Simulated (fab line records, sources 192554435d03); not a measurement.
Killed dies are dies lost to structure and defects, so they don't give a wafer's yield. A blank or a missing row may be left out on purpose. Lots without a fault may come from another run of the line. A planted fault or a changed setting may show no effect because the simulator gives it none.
Problem report in the 8D (eight disciplines) form, filled by code | flow n5_finfet | the parts of the form that need people (team, actions taken, sign-off) are left out

1. THE PROBLEM
VT_N_LONG at N5_BEOL_M4_RC_MEAS_101 reads a mean of 312.1 mV on 2 wafers of 2 lots; wafers without a fault read 274.5 mV with a standard deviation of 1.7. That is +22 standard deviations from the usual mean.
First seen on wafer L617.2, day 11 10:28, on prober-01. The record holds 27 wafers of 9 lots with a number at this step. Rule for "out", or "out of limits": more than 4 standard deviations from the usual mean. The other wafers with a number count as sound.

2. WHAT IT IS AND WHAT IT IS NOT
question                    | is                                                                            | is not
which readings at this step | VT_N_LONG, IOFF_N, IOFF_N_85C, IOFF_N_LIN, IOFF_N_LONG, ION_N, VT_N, VT_N_LVT | DIBL_N, DIBL_P, IOFF_P, ION_P, SS_N, SS_P, VT_P
which lots                  | L617, L621                                                                    | L604, L605, L606, L607, L608, L609, L624
which wafers of those lots  | L617.2, L621.6                                                                | L617.4, L617.6, L621.4, L621.5
read on which gauges        | prober-01, prober-02                                                          | -
when                        | from day 11 10:28                                                             | up to then (20 sound wafers); but 5 sound wafers of L621, L624 came after

3. SUSPECTS, AND WHAT RULES EACH OUT
Counting: a tool at a process step up to the reading stays a suspect if it ran every lot that is out. Sound lots after the first of them don't rule it out here, since some wafers of a struck lot are sound.
- the gauge at N5_BEOL_M4_RC_MEAS_101: ruled out. The wafers that are out were read on 2 gauges (prober-01, prober-02).
- wet_bench-04 at N5_HKMG_FIN_WET_ETCH_18 (etches TiN in SC1, time 55 s, target depth 5.2 nm, rinse time 30 s): kept. It ran every lot that is out, first L617 (day 7 10:25); its last sound lot up to then is L609 (day 5 17:59).
- pvd_sputter-02 at N5_BEOL_M4_SPUTTER_92 (material Cu, target thk 4.5 nm, time 8.29 s): kept. It ran every lot that is out, first L617 (day 11 08:45); its last sound lot up to then is L609 (day 9 12:58).
- pvd_sputter-02 at N5_BEOL_M4_SPUTTER_94 (material Cu, target thk 4.5 nm, time 8.29 s): kept. It ran every lot that is out, first L617 (day 11 08:58); its last sound lot up to then is L609 (day 9 13:11).
- Within wet_bench-04 at N5_HKMG_FIN_WET_ETCH_18: the wafers that are out ran in chamber 6; their sound lot-mates ran in chambers 1, 2, 4.
Left after counting: wet_bench-04 at N5_HKMG_FIN_WET_ETCH_18, pvd_sputter-02 at N5_BEOL_M4_SPUTTER_92, pvd_sputter-02 at N5_BEOL_M4_SPUTTER_94.

4. THE CAUSE (what the simulator had put in)
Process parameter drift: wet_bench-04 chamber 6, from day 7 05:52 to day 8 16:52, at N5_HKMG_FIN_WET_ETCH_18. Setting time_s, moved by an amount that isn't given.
Counting left 3 suspects, and this tool is among them.

5. THE CHAIN OF EFFECTS, in route order
Each row: a reading whose mean over the struck wafers that have a number lies more than 3 standard deviations from the usual. Only readings for which the record gives a usual standard deviation are gone through. hours: the time from each lot's start at the first step in this table that gives one to its start at this step, as a median over the lots. sigmas: the change in usual standard deviations.
hours | step                    | reading          | usual         | on struck wafers | change   | sigmas
0     | N5_BEOL_M4_RC_MEAS_101  | IOFF_N           | 0.160 nA/um   | 0.051            | -0.109   | -4.2
0     | N5_BEOL_M4_RC_MEAS_101  | IOFF_N_85C       | 3.1 nA/um     | 1.2              | -1.9     | -4.5
0     | N5_BEOL_M4_RC_MEAS_101  | IOFF_N_LIN       | 0.074 nA/um   | 0.024            | -0.050   | -5.3
0     | N5_BEOL_M4_RC_MEAS_101  | IOFF_N_LONG      | 5.6e-05 nA/um | 2.9e-05          | -2.7e-05 | -11
0     | N5_BEOL_M4_RC_MEAS_101  | ION_N            | 672 uA/um     | 600              | -72      | -6.5
0     | N5_BEOL_M4_RC_MEAS_101  | VT_N             | 249.3 mV      | 280.8            | +31.4    | +12
0     | N5_BEOL_M4_RC_MEAS_101  | VT_N_LONG        | 274.5 mV      | 312.1            | +37.6    | +22
0     | N5_BEOL_M4_RC_MEAS_101  | VT_N_LVT         | 98.2 mV       | 130.8            | +32.6    | +13
111   | N5_PASSIVATION_PROBE_49 | sort_bin_8_speed | 0.00 %        | 91.36            | +91.36   | +99 or more
111   | N5_PASSIVATION_PROBE_49 | sort_n_pass      | 1072          | 8                | -1064    | -59
111   | N5_PASSIVATION_PROBE_49 | sort_yield_pct   | 90.9 %        | 0.7              | -90.2    | -60
The process steps in it:
- N5_PASSIVATION_PROBE_49

6. WHAT WOULD HAVE CAUGHT IT SOONER
In this record the first reading out of limits at a measuring or inspecting step was taken at day 11 10:28, 101 hours after the fault began at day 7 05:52.
Of the tool readings at N5_HKMG_FIN_WET_ETCH_18 for which the record gives a usual standard deviation, none was out on any struck wafer, so an alarm limit of 4 standard deviations on them would not have fired.
All the lots that are out (2) had begun N5_HKMG_FIN_WET_ETCH_18 on wet_bench-04 by day 11 10:28. A hold on the tool at that time would have spared none of them.
